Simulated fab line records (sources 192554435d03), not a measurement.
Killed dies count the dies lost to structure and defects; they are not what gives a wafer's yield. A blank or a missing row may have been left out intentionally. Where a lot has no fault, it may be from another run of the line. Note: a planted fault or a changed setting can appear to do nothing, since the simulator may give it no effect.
Which tool did it? :: flow n5-finfet :: Sampling: 24 lots, 72 wafers, 6 of 1938 route steps

== WHAT EACH GAUGE READ, for each wafer ==
N5_SD_EPI_P_CD_MEAS_09: target cd 240 nm.
lot: L074
measured: day 3 05:27
on: cd-sem-02
cd-nm (nm): 241.4 241.5 241.1

lot: L075
measured: day 3 11:35
on: cd-sem-01
cd-nm (nm): 241.1 241.3 241.6

lot: L076
measured: day 3 21:34
on: cd-sem-03
cd-nm (nm): 240.4 240.2 239.2

lot: L077
measured: day 3 23:08
on: cd-sem-02
cd-nm (nm): 239.6 240.3 240.2

lot: L078
measured: day 4 05:31
on: cd-sem-01
cd-nm (nm): 240.9 240.3 240.4

lot: L079
measured: day 4 12:30
on: cd-sem-02
cd-nm (nm): 242.5 240.1 241.5

lot: L080
measured: day 4 19:14
on: cd-sem-03
cd-nm (nm): 241.6 241.2 242.6

lot: L081
measured: day 5 00:41
on: cd-sem-01
cd-nm (nm): 239.9 240.4 240.0

lot: L082
measured: day 5 04:36
on: cd-sem-03
cd-nm (nm): 239.8 240.3 240.4

lot: L083
measured: day 5 11:18
on: cd-sem-03
cd-nm (nm): 240.0 239.7 240.3

lot: L084
measured: day 5 19:27
on: cd-sem-01
cd-nm (nm): 240.2 240.0 240.3

lot: L085
measured: day 6 00:23
on: cd-sem-03
cd-nm (nm): 239.6 238.7 238.5

lot: L086
measured: day 6 05:20
on: cd-sem-02
cd-nm (nm): 239.3 240.0 239.6

lot: L087
measured: day 6 12:26
on: cd-sem-03
cd-nm (nm): 238.8 239.2 239.8

lot: L088
measured: day 6 17:54
on: cd-sem-01
cd-nm (nm): 240.2 239.8 240.1

lot: L089
measured: day 7 04:13
on: cd-sem-02
cd-nm (nm): 240.0 239.9 239.8

lot: L090
measured: day 7 05:29
on: cd-sem-02
cd-nm (nm): 240.5 240.4 239.8

lot: L091
measured: day 7 15:28
on: cd-sem-02
cd-nm (nm): 239.9 240.1 240.3

lot: L092
measured: day 7 16:11
on: cd-sem-03
cd-nm (nm): 241.3 240.9 241.4

lot: L093
measured: day 7 23:29
on: cd-sem-02
cd-nm (nm): 240.8 240.9 239.9

lot: L094
measured: day 8 04:14
on: cd-sem-03
cd-nm (nm): 240.5 240.5 240.0

lot: L095
measured: day 8 12:27
on: cd-sem-02
cd-nm (nm): 239.8 239.7 239.8

lot: L096
measured: day 8 22:21
on: cd-sem-01
cd-nm (nm): 240.2 239.8 239.8

lot: L097
measured: day 9 01:16
on: cd-sem-02
cd-nm (nm): 239.2 239.6 240.0

N5_SD_EPI_P_INSPECT_11: inspects for defects (macro).
lot: L074
measured: day 3 05:30
on: defect-inspect-01
raw-defect-count: 2 3 0

lot: L075
measured: day 3 11:38
on: defect-inspect-02
raw-defect-count: 0 0 0

lot: L076
measured: day 3 21:37
on: defect-inspect-02
raw-defect-count: 2 1 1

lot: L077
measured: day 3 23:11
on: defect-inspect-01
raw-defect-count: 3 1 3

lot: L078
measured: day 4 05:34
on: defect-inspect-01
raw-defect-count: 1 3 1

lot: L079
measured: day 4 12:34
on: defect-inspect-01
raw-defect-count: 2 1 0

lot: L080
measured: day 4 19:18
on: defect-inspect-01
raw-defect-count: 2 5 1

lot: L081
measured: day 5 00:44
on: defect-inspect-01
raw-defect-count: 4 2 3

lot: L082
measured: day 5 04:40
on: defect-inspect-02
raw-defect-count: 1 2 0

lot: L083
measured: day 5 11:21
on: defect-inspect-01
raw-defect-count: 5 2 3

lot: L084
measured: day 5 19:31
on: defect-inspect-02
raw-defect-count: 1 1 2

lot: L085
measured: day 6 00:26
on: defect-inspect-02
raw-defect-count: 1 2 0

lot: L086
measured: day 6 05:24
on: defect-inspect-01
raw-defect-count: 0 2 5

lot: L087
measured: day 6 12:29
on: defect-inspect-01
raw-defect-count: 3 2 3

lot: L088
measured: day 6 17:57
on: defect-inspect-02
raw-defect-count: 2 2 2

lot: L089
measured: day 7 04:16
on: defect-inspect-01
raw-defect-count: 3 0 0

lot: L090
measured: day 7 05:32
on: defect-inspect-01
raw-defect-count: 4 0 1

lot: L091
measured: day 7 15:31
on: defect-inspect-01
raw-defect-count: 1 2 2

lot: L092
measured: day 7 16:15
on: defect-inspect-01
raw-defect-count: 3 3 2

lot: L093
measured: day 7 23:32
on: defect-inspect-02
raw-defect-count: 5 1 2

lot: L094
measured: day 8 04:17
on: defect-inspect-01
raw-defect-count: 3 1 3

lot: L095
measured: day 8 12:30
on: defect-inspect-02
raw-defect-count: 0 1 5

lot: L096
measured: day 8 22:24
on: defect-inspect-02
raw-defect-count: 1 3 1

lot: L097
measured: day 9 01:19
on: defect-inspect-01
raw-defect-count: 0 4 4

N5_SD_ACTIVATION_RS_MEAS_03: uses a four-point probe to measure.
lot: L074
measured: day 3 09:43
on: film-metro-01
RS_SD_N (ohm/sq): 22.3 22.2 22.5
RS_SD_P (ohm/sq): 57.2 57.7 57.5

lot: L075
measured: day 3 15:50
on: film-metro-01
RS_SD_N (ohm/sq): 22.0 21.8 21.5
RS_SD_P (ohm/sq): 56.6 56.9 57.1

lot: L076
measured: day 4 02:58
on: film-metro-02
RS_SD_N (ohm/sq): 21.5 21.4 21.7
RS_SD_P (ohm/sq): 55.8 55.5 55.7

lot: L077
measured: day 4 03:26
on: film-metro-01
RS_SD_N (ohm/sq): 21.9 21.7 21.6
RS_SD_P (ohm/sq): 55.9 55.6 55.8

lot: L078
measured: day 4 10:07
on: film-metro-01
RS_SD_N (ohm/sq): 20.9 21.0 21.3
RS_SD_P (ohm/sq): 56.2 56.7 57.4

lot: L079
measured: day 4 17:13
on: film-metro-01
RS_SD_N (ohm/sq): 22.3 22.2 22.2
RS_SD_P (ohm/sq): 56.8 57.2 55.9

lot: L080
measured: day 4 23:30
on: film-metro-01
RS_SD_N (ohm/sq): 21.8 22.0 22.1
RS_SD_P (ohm/sq): 58.0 57.3 56.4

lot: L081
measured: day 5 05:11
on: film-metro-01
RS_SD_N (ohm/sq): 22.1 22.2 22.0
RS_SD_P (ohm/sq): 55.5 55.8 55.8

lot: L082
measured: day 5 09:49
on: film-metro-02
RS_SD_N (ohm/sq): 22.0 22.2 22.1
RS_SD_P (ohm/sq): 54.9 54.6 55.3

lot: L083
measured: day 5 15:45
on: film-metro-01
RS_SD_N (ohm/sq): 21.8 21.8 22.0
RS_SD_P (ohm/sq): 55.9 55.4 55.8

lot: L084
measured: day 5 23:42
on: film-metro-01
RS_SD_N (ohm/sq): 21.4 21.7 21.4
RS_SD_P (ohm/sq): 55.6 55.8 55.6

lot: L085
measured: day 6 05:34
on: film-metro-01
RS_SD_N (ohm/sq): 21.5 21.9 21.6
RS_SD_P (ohm/sq): 55.6 55.9 55.8

lot: L086
measured: day 6 09:40
on: film-metro-01
RS_SD_N (ohm/sq): 22.0 22.2 21.6
RS_SD_P (ohm/sq): 55.0 54.7 55.4

lot: L087
measured: day 6 16:42
on: film-metro-02
RS_SD_N (ohm/sq): 21.8 22.3 22.2
RS_SD_P (ohm/sq): 55.6 55.0 56.1

lot: L088
measured: day 6 22:13
on: film-metro-02
RS_SD_N (ohm/sq): 21.8 21.9 22.1
RS_SD_P (ohm/sq): 55.3 54.6 55.4

lot: L089
measured: day 7 08:37
on: film-metro-02
RS_SD_N (ohm/sq): 21.9 21.5 21.6
RS_SD_P (ohm/sq): 55.3 55.4 54.8

lot: L090
measured: day 7 10:00
on: film-metro-01
RS_SD_N (ohm/sq): 21.6 21.6 21.9
RS_SD_P (ohm/sq): 56.6 56.9 56.4

lot: L091
measured: day 7 19:46
on: film-metro-02
RS_SD_N (ohm/sq): 22.4 21.9 22.2
RS_SD_P (ohm/sq): 54.7 54.3 55.0

lot: L092
measured: day 7 20:37
on: film-metro-02
RS_SD_N (ohm/sq): 21.9 21.9 21.9
RS_SD_P (ohm/sq): 55.2 55.4 55.1

lot: L093
measured: day 8 03:52
on: film-metro-02
RS_SD_N (ohm/sq): 21.7 21.9 21.5
RS_SD_P (ohm/sq): 55.3 55.8 55.9

lot: L094
measured: day 8 08:49
on: film-metro-01
RS_SD_N (ohm/sq): 21.8 21.7 21.9
RS_SD_P (ohm/sq): 55.0 55.3 55.1

lot: L095
measured: day 8 17:41
on: film-metro-01
RS_SD_N (ohm/sq): 22.1 21.8 22.4
RS_SD_P (ohm/sq): 56.4 57.3 57.0

lot: L096
measured: day 9 02:36
on: film-metro-02
RS_SD_N (ohm/sq): 21.6 21.9 22.2
RS_SD_P (ohm/sq): 55.8 55.7 54.7

lot: L097
measured: day 9 06:25
on: film-metro-01
RS_SD_N (ohm/sq): 22.0 22.4 22.2
RS_SD_P (ohm/sq): 56.9 56.0 56.8

N5_ILD0_INSPECT_06: inspects for defects (darkfield).
lot: L074
measured: day 3 16:32
on: defect-inspect-02
raw-defect-count: 43 48 41

lot: L075
measured: day 3 22:25
on: defect-inspect-02
raw-defect-count: 67 70 144

lot: L076
measured: day 4 09:29
on: defect-inspect-01
raw-defect-count: 31 36 25

lot: L077
measured: day 4 10:27
on: defect-inspect-01
raw-defect-count: 39 27 28

lot: L078
measured: day 4 17:43
on: defect-inspect-01
raw-defect-count: 52 32 51

lot: L079
measured: day 4 23:52
on: defect-inspect-01
raw-defect-count: 17 29 20

lot: L080
measured: day 5 06:44
on: defect-inspect-02
raw-defect-count: 33 31 42

lot: L081
measured: day 5 12:09
on: defect-inspect-02
raw-defect-count: 60 58 56

lot: L082
measured: day 5 16:23
on: defect-inspect-02
raw-defect-count: 37 24 45

lot: L083
measured: day 5 22:43
on: defect-inspect-02
raw-defect-count: 109 66 40

lot: L084
measured: day 6 06:17
on: defect-inspect-01
raw-defect-count: 18 32 12

lot: L085
measured: day 6 12:20
on: defect-inspect-02
raw-defect-count: 48 42 63

lot: L086
measured: day 6 16:28
on: defect-inspect-02
raw-defect-count: 71 75 94

lot: L087
measured: day 6 23:14
on: defect-inspect-01
raw-defect-count: 26 21 47

lot: L088
measured: day 7 05:01
on: defect-inspect-02
raw-defect-count: 40 17 31

lot: L089
measured: day 7 15:12
on: defect-inspect-02
raw-defect-count: 40 59 50

lot: L090
measured: day 7 16:43
on: defect-inspect-01
raw-defect-count: 36 17 17

lot: L091
measured: day 8 02:20
on: defect-inspect-01
raw-defect-count: 78 30 163

lot: L092
measured: day 8 03:15
on: defect-inspect-01
raw-defect-count: 36 55 25

lot: L093
measured: day 8 10:28
on: defect-inspect-01
raw-defect-count: 33 35 40

lot: L094
measured: day 8 15:51
on: defect-inspect-01
raw-defect-count: 65 30 43

lot: L095
measured: day 9 01:16
on: defect-inspect-02
raw-defect-count: 38 28 23

lot: L096
measured: day 9 09:49
on: defect-inspect-01
raw-defect-count: 59 26 30

lot: L097
measured: day 9 13:19
on: defect-inspect-02
raw-defect-count: 27 30 42

== WHAT TOOL EACH LOT RAN ON (gives the tool, then ch and the chambers of the sampled wafers, and finally the start) ==
lot: L074
N5_SD_EPI_N_ETCH_16: rie-diel-04 ch 2,3, day 3 00:47
N5_ILD0_CMP_07: cmp-01 ch 1,2,3, day 3 12:59

lot: L075
N5_SD_EPI_N_ETCH_16: rie-diel-01 ch 0,1,2, day 3 07:10
N5_ILD0_CMP_07: cmp-02 ch 0,1,2, day 3 18:53

lot: L076
N5_SD_EPI_N_ETCH_16: rie-diel-01 ch 0,2,3, day 3 17:40
N5_ILD0_CMP_07: cmp-02 ch 0,1,3, day 4 06:01

lot: L077
N5_SD_EPI_N_ETCH_16: rie-diel-02 ch 2,3, day 3 19:24
N5_ILD0_CMP_07: cmp-02 ch 1,2, day 4 06:55

lot: L078
N5_SD_EPI_N_ETCH_16: rie-diel-02 ch 0,1,2, day 4 01:46
N5_ILD0_CMP_07: cmp-04 ch 0,1, day 4 13:14

lot: L079
N5_SD_EPI_N_ETCH_16: rie-diel-01 ch 2,3, day 4 08:45
N5_ILD0_CMP_07: cmp-02 ch 0,1, day 4 20:15

lot: L080
N5_SD_EPI_N_ETCH_16: rie-diel-02 ch 0,1,2, day 4 15:23
N5_ILD0_CMP_07: cmp-02 ch 1,2,3, day 5 02:56

lot: L081
N5_SD_EPI_N_ETCH_16: rie-diel-01 ch 0,1, day 4 20:40
N5_ILD0_CMP_07: cmp-04 ch 1,3, day 5 08:13

lot: L082
N5_SD_EPI_N_ETCH_16: rie-diel-04 ch 1,3, day 5 00:14
N5_ILD0_CMP_07: cmp-04 ch 0,2, day 5 12:53

lot: L083
N5_SD_EPI_N_ETCH_16: rie-diel-04 ch 0,2, day 5 07:34
N5_ILD0_CMP_07: cmp-01 ch 0,1,2, day 5 19:03

lot: L084
N5_SD_EPI_N_ETCH_16: rie-diel-01 ch 0,1,3, day 5 15:47
N5_ILD0_CMP_07: cmp-04 ch 1,2,3, day 6 02:45

lot: L085
N5_SD_EPI_N_ETCH_16: rie-diel-02 ch 1,2,3, day 5 20:13
N5_ILD0_CMP_07: cmp-04 ch 0,2,3, day 6 08:40

lot: L086
N5_SD_EPI_N_ETCH_16: rie-diel-02 ch 0,3, day 6 00:52
N5_ILD0_CMP_07: cmp-01 ch 1,2,3, day 6 12:58

lot: L087
N5_SD_EPI_N_ETCH_16: rie-diel-04 ch 0,3, day 6 08:46
N5_ILD0_CMP_07: cmp-04 ch 1,2,3, day 6 19:49

lot: L088
N5_SD_EPI_N_ETCH_16: rie-diel-04 ch 0,1,3, day 6 14:13
N5_ILD0_CMP_07: cmp-02 ch 0,1,3, day 7 01:29

lot: L089
N5_SD_EPI_N_ETCH_16: rie-diel-04 ch 0,2, day 7 00:26
N5_ILD0_CMP_07: cmp-02 ch 0,1, day 7 11:40

lot: L090
N5_SD_EPI_N_ETCH_16: rie-diel-01 ch 1,3, day 7 01:08
N5_ILD0_CMP_07: cmp-01 ch 0,1,3, day 7 13:15

lot: L091
N5_SD_EPI_N_ETCH_16: rie-diel-02 ch 1,2,3, day 7 11:41
N5_ILD0_CMP_07: cmp-02 ch 2,3, day 7 22:47

lot: L092
N5_SD_EPI_N_ETCH_16: rie-diel-01 ch 1,2,3, day 7 12:28
N5_ILD0_CMP_07: cmp-02 ch 2,3, day 7 23:42

lot: L093
N5_SD_EPI_N_ETCH_16: rie-diel-01 ch 0,2, day 7 19:37
N5_ILD0_CMP_07: cmp-04 ch 0,1,2, day 8 06:58

lot: L094
N5_SD_EPI_N_ETCH_16: rie-diel-02 ch 1,2,3, day 8 00:28
N5_ILD0_CMP_07: cmp-04 ch 0,2,3, day 8 11:53

lot: L095
N5_SD_EPI_N_ETCH_16: rie-diel-04 ch 0,1, day 8 08:43
N5_ILD0_CMP_07: cmp-02 ch 0,2, day 8 21:14

lot: L096
N5_SD_EPI_N_ETCH_16: rie-diel-01 ch 0,1,2, day 8 18:33
N5_ILD0_CMP_07: cmp-01 ch 0,1,2, day 9 06:17

lot: L097
N5_SD_EPI_N_ETCH_16: rie-diel-04 ch 1,3, day 8 21:29
N5_ILD0_CMP_07: cmp-02 ch 1,2,3, day 9 09:51
- N5_SD_EPI_N_ETCH_16: etches SiO2 in CHF3/O2, target depth 5 nm.
- N5_ILD0_CMP_07: polishes SiO2 flowable, stops on poly-Si, t overpolish 1.18 s, target thk 138.88 nm.

== WHAT THE TOOLS THEMSELVES READ (means of the sampled wafers that have a number; where no wafer has one, the mark that the record gives instead) ==
N5_SD_EPI_N_ETCH_16.
lot: L074
tool: rie-diel-04
drypump-motor-current-A (A): 5.6
oes_ar_750_au (a.u.): 0.77
oes-product-au (a.u.): 0.77
rf-vpp-V (V): 520
showerhead-plenum-p-Torr (Torr): 2.47
throttle-valve-pct (%): 19.22

lot: L075
tool: rie-diel-01
drypump-motor-current-A (A): 5.9
oes_ar_750_au (a.u.): 0.73
oes-product-au (a.u.): 0.73
rf-vpp-V (V): 524
showerhead-plenum-p-Torr (Torr): 2.36
throttle-valve-pct (%): 18.96

lot: L076
tool: rie-diel-01
drypump-motor-current-A (A): 5.9
oes_ar_750_au (a.u.): 0.75
oes-product-au (a.u.): 0.75
rf-vpp-V (V): 528
showerhead-plenum-p-Torr (Torr): 2.43
throttle-valve-pct (%): 19.00

lot: L077
tool: rie-diel-02
drypump-motor-current-A (A): 5.0
oes_ar_750_au (a.u.): 0.77
oes-product-au (a.u.): 0.76
rf-vpp-V (V): 521
showerhead-plenum-p-Torr (Torr): 2.36
throttle-valve-pct (%): 19.07

lot: L078
tool: rie-diel-02
drypump-motor-current-A (A): 5.3
oes_ar_750_au (a.u.): 0.74
oes-product-au (a.u.): 0.74
rf-vpp-V (V): 522
showerhead-plenum-p-Torr (Torr): 2.37
throttle-valve-pct (%): 19.12

lot: L079
tool: rie-diel-01
drypump-motor-current-A (A): 6.0
oes_ar_750_au (a.u.): 0.80
oes-product-au (a.u.): 0.80
rf-vpp-V (V): 529
showerhead-plenum-p-Torr (Torr): 2.45
throttle-valve-pct (%): 19.05

lot: L080
tool: rie-diel-02
drypump-motor-current-A (A): 5.4
oes_ar_750_au (a.u.): 0.74
oes-product-au (a.u.): 0.73
rf-vpp-V (V): 522
showerhead-plenum-p-Torr (Torr): 2.37
throttle-valve-pct (%): 19.14

lot: L081
tool: rie-diel-01
drypump-motor-current-A (A): 6.0
oes_ar_750_au (a.u.): 0.77
oes-product-au (a.u.): 0.76
rf-vpp-V (V): 521
showerhead-plenum-p-Torr (Torr): 2.39
throttle-valve-pct (%): 19.10

lot: L082
tool: rie-diel-04
drypump-motor-current-A (A): 5.0
oes_ar_750_au (a.u.): 0.76
oes-product-au (a.u.): 0.76
rf-vpp-V (V): 523
showerhead-plenum-p-Torr (Torr): 2.41
throttle-valve-pct (%): 19.07

lot: L083
tool: rie-diel-04
drypump-motor-current-A (A): 5.6
oes_ar_750_au (a.u.): 0.78
oes-product-au (a.u.): 0.79
rf-vpp-V (V): 526
showerhead-plenum-p-Torr (Torr): 2.46
throttle-valve-pct (%): 19.28

lot: L084
tool: rie-diel-01
drypump-motor-current-A (A): 6.1
oes_ar_750_au (a.u.): 0.78
oes-product-au (a.u.): 0.78
rf-vpp-V (V): 525
showerhead-plenum-p-Torr (Torr): 2.45
throttle-valve-pct (%): 19.15

lot: L085
tool: rie-diel-02
drypump-motor-current-A (A): 5.1
oes_ar_750_au (a.u.): 0.73
oes-product-au (a.u.): 0.72
rf-vpp-V (V): 526
showerhead-plenum-p-Torr (Torr): 2.37
throttle-valve-pct (%): 19.06

lot: L086
tool: rie-diel-02
drypump-motor-current-A (A): 5.4
oes_ar_750_au (a.u.): 0.76
oes-product-au (a.u.): 0.76
rf-vpp-V (V): 522
showerhead-plenum-p-Torr (Torr): 2.41
throttle-valve-pct (%): 19.09

lot: L087
tool: rie-diel-04
drypump-motor-current-A (A): 5.4
oes_ar_750_au (a.u.): 0.87
oes-product-au (a.u.): 0.87
rf-vpp-V (V): 524
showerhead-plenum-p-Torr (Torr): 2.45
throttle-valve-pct (%): 18.98

lot: L088
tool: rie-diel-04
drypump-motor-current-A (A): 5.2
oes_ar_750_au (a.u.): 0.82
oes-product-au (a.u.): 0.83
rf-vpp-V (V): 526
showerhead-plenum-p-Torr (Torr): 2.43
throttle-valve-pct (%): 19.03

lot: L089
tool: rie-diel-04
drypump-motor-current-A (A): 5.6
oes_ar_750_au (a.u.): 0.92
oes-product-au (a.u.): 0.94
rf-vpp-V (V): 529
showerhead-plenum-p-Torr (Torr): 2.46
throttle-valve-pct (%): 19.01

lot: L090
tool: rie-diel-01
drypump-motor-current-A (A): 6.2
oes_ar_750_au (a.u.): 0.81
oes-product-au (a.u.): 0.82
rf-vpp-V (V): 527
showerhead-plenum-p-Torr (Torr): 2.46
throttle-valve-pct (%): 19.21

lot: L091
tool: rie-diel-02
drypump-motor-current-A (A): 5.1
oes_ar_750_au (a.u.): 0.81
oes-product-au (a.u.): 0.80
rf-vpp-V (V): 526
showerhead-plenum-p-Torr (Torr): 2.37
throttle-valve-pct (%): 18.94

lot: L092
tool: rie-diel-01
drypump-motor-current-A (A): 6.0
oes_ar_750_au (a.u.): 0.84
oes-product-au (a.u.): 0.84
rf-vpp-V (V): 528
showerhead-plenum-p-Torr (Torr): 2.47
throttle-valve-pct (%): 18.94

lot: L093
tool: rie-diel-01
drypump-motor-current-A (A): 5.8
oes_ar_750_au (a.u.): 0.97
oes-product-au (a.u.): 0.97
rf-vpp-V (V): 529
showerhead-plenum-p-Torr (Torr): 2.50
throttle-valve-pct (%): 18.60

lot: L094
tool: rie-diel-02
drypump-motor-current-A (A): 5.1
oes_ar_750_au (a.u.): 0.80
oes-product-au (a.u.): 0.81
rf-vpp-V (V): 526
showerhead-plenum-p-Torr (Torr): 2.36
throttle-valve-pct (%): 18.95

lot: L095
tool: rie-diel-04
drypump-motor-current-A (A): 5.0
oes_ar_750_au (a.u.): 0.76
oes-product-au (a.u.): 0.76
rf-vpp-V (V): 527
showerhead-plenum-p-Torr (Torr): 2.41
throttle-valve-pct (%): 19.11

lot: L096
tool: rie-diel-01
drypump-motor-current-A (A): 5.9
oes_ar_750_au (a.u.): 0.88
oes-product-au (a.u.): 0.88
rf-vpp-V (V): 527
showerhead-plenum-p-Torr (Torr): 2.45
throttle-valve-pct (%): 18.76

lot: L097
tool: rie-diel-04
drypump-motor-current-A (A): 4.9
oes_ar_750_au (a.u.): 0.73
oes-product-au (a.u.): 0.73
rf-vpp-V (V): 523
showerhead-plenum-p-Torr (Torr): 2.40
throttle-valve-pct (%): 19.10

N5_ILD0_CMP_07.
lot: L074
tool: cmp-01
motor-current-A (A): 13.0
platen-rpm (rpm): 51.78
retaining-ring-pressure-frac: 1.005
slurry-flow-ml-min: 149.9

lot: L075
tool: cmp-02
motor-current-A (A): 12.3
platen-rpm (rpm): 51.77
retaining-ring-pressure-frac: 1.003
slurry-flow-ml-min: 149.6

lot: L076
tool: cmp-02
motor-current-A (A): 13.0
platen-rpm (rpm): 51.78
retaining-ring-pressure-frac: 0.998
slurry-flow-ml-min: 150.3

lot: L077
tool: cmp-02
motor-current-A (A): 12.4
platen-rpm (rpm): 51.80
retaining-ring-pressure-frac: 0.998
slurry-flow-ml-min: 150.2

lot: L078
tool: cmp-04
motor-current-A (A): 12.3
platen-rpm (rpm): 51.84
retaining-ring-pressure-frac: 1.001
slurry-flow-ml-min: 150.0

lot: L079
tool: cmp-02
motor-current-A (A): 11.9
platen-rpm (rpm): 51.78
retaining-ring-pressure-frac: 1.008
slurry-flow-ml-min: 150.4

lot: L080
tool: cmp-02
motor-current-A (A): 13.0
platen-rpm (rpm): 51.77
retaining-ring-pressure-frac: 0.999
slurry-flow-ml-min: 150.6

lot: L081
tool: cmp-04
motor-current-A (A): 12.6
platen-rpm (rpm): 51.76
retaining-ring-pressure-frac: 0.999
slurry-flow-ml-min: 149.9

lot: L082
tool: cmp-04
motor-current-A (A): 13.1
platen-rpm (rpm): 51.80
retaining-ring-pressure-frac: 1.001
slurry-flow-ml-min: 150.5

lot: L083
tool: cmp-01
motor-current-A (A): 13.9
platen-rpm (rpm): 51.80
retaining-ring-pressure-frac: 1.000
slurry-flow-ml-min: 150.0

lot: L084
tool: cmp-04
motor-current-A (A): 12.8
platen-rpm (rpm): 51.78
retaining-ring-pressure-frac: 1.001
slurry-flow-ml-min: 149.8

lot: L085
tool: cmp-04
motor-current-A (A): 12.4
platen-rpm (rpm): 51.79
retaining-ring-pressure-frac: 0.998
slurry-flow-ml-min: 150.0

lot: L086
tool: cmp-01
motor-current-A (A): 13.2
platen-rpm (rpm): 51.78
retaining-ring-pressure-frac: 0.995
slurry-flow-ml-min: 149.9

lot: L087
tool: cmp-04
motor-current-A (A): 12.5
platen-rpm (rpm): 51.82
retaining-ring-pressure-frac: 0.995
slurry-flow-ml-min: 149.8

lot: L088
tool: cmp-02
motor-current-A (A): 12.6
platen-rpm (rpm): 51.79
retaining-ring-pressure-frac: 1.002
slurry-flow-ml-min: 149.9

lot: L089
tool: cmp-02
motor-current-A (A): 12.9
platen-rpm (rpm): 51.79
retaining-ring-pressure-frac: 1.001
slurry-flow-ml-min: 150.1

lot: L090
tool: cmp-01
motor-current-A (A): 12.4
platen-rpm (rpm): 51.79
retaining-ring-pressure-frac: 0.994
slurry-flow-ml-min: 150.2

lot: L091
tool: cmp-02
motor-current-A (A): 12.4
platen-rpm (rpm): 51.82
retaining-ring-pressure-frac: 1.006
slurry-flow-ml-min: 149.6

lot: L092
tool: cmp-02
motor-current-A (A): 12.7
platen-rpm (rpm): 51.83
retaining-ring-pressure-frac: 1.004
slurry-flow-ml-min: 150.1

lot: L093
tool: cmp-04
motor-current-A (A): 13.0
platen-rpm (rpm): 51.82
retaining-ring-pressure-frac: 0.997
slurry-flow-ml-min: 150.2

lot: L094
tool: cmp-04
motor-current-A (A): 12.3
platen-rpm (rpm): 51.77
retaining-ring-pressure-frac: 1.004
slurry-flow-ml-min: 150.5

lot: L095
tool: cmp-02
motor-current-A (A): 11.0
platen-rpm (rpm): 51.79
retaining-ring-pressure-frac: 0.999
slurry-flow-ml-min: 149.9

lot: L096
tool: cmp-01
motor-current-A (A): 14.0
platen-rpm (rpm): 51.78
retaining-ring-pressure-frac: 0.998
slurry-flow-ml-min: 150.3

lot: L097
tool: cmp-02
motor-current-A (A): 12.8
platen-rpm (rpm): 51.81
retaining-ring-pressure-frac: 1.001
slurry-flow-ml-min: 150.3

== THE ANSWER, worked out from the rows above alone ==
Rule: the usual values come from the lots themselves. The widest of any qualifying gaps counts: lots, ordered by their means at a reading, are off when they make up no more than a third of the lots, leave a main group of 4 or more, and stand apart from it by 3 or more times the standard deviation of that group's means. The tables above print the reading to a certain number of digits; a main group whose means all agree to those digits is not used. A lot without any number at a reading at which 4 lots or more have one is off too. All remaining lots with rows at the step are treated as sound. After the gauges, taken in route order, come the tools' own readings; for these a lot's mean is taken, as printed above. At the first step where some lot is off, the reading lying furthest off is the one used; lots without a number count as furthest.
No lot is off at any reading shown: from this, nothing can be told.

== WHAT THE SIMULATOR HAD INSERTED ==
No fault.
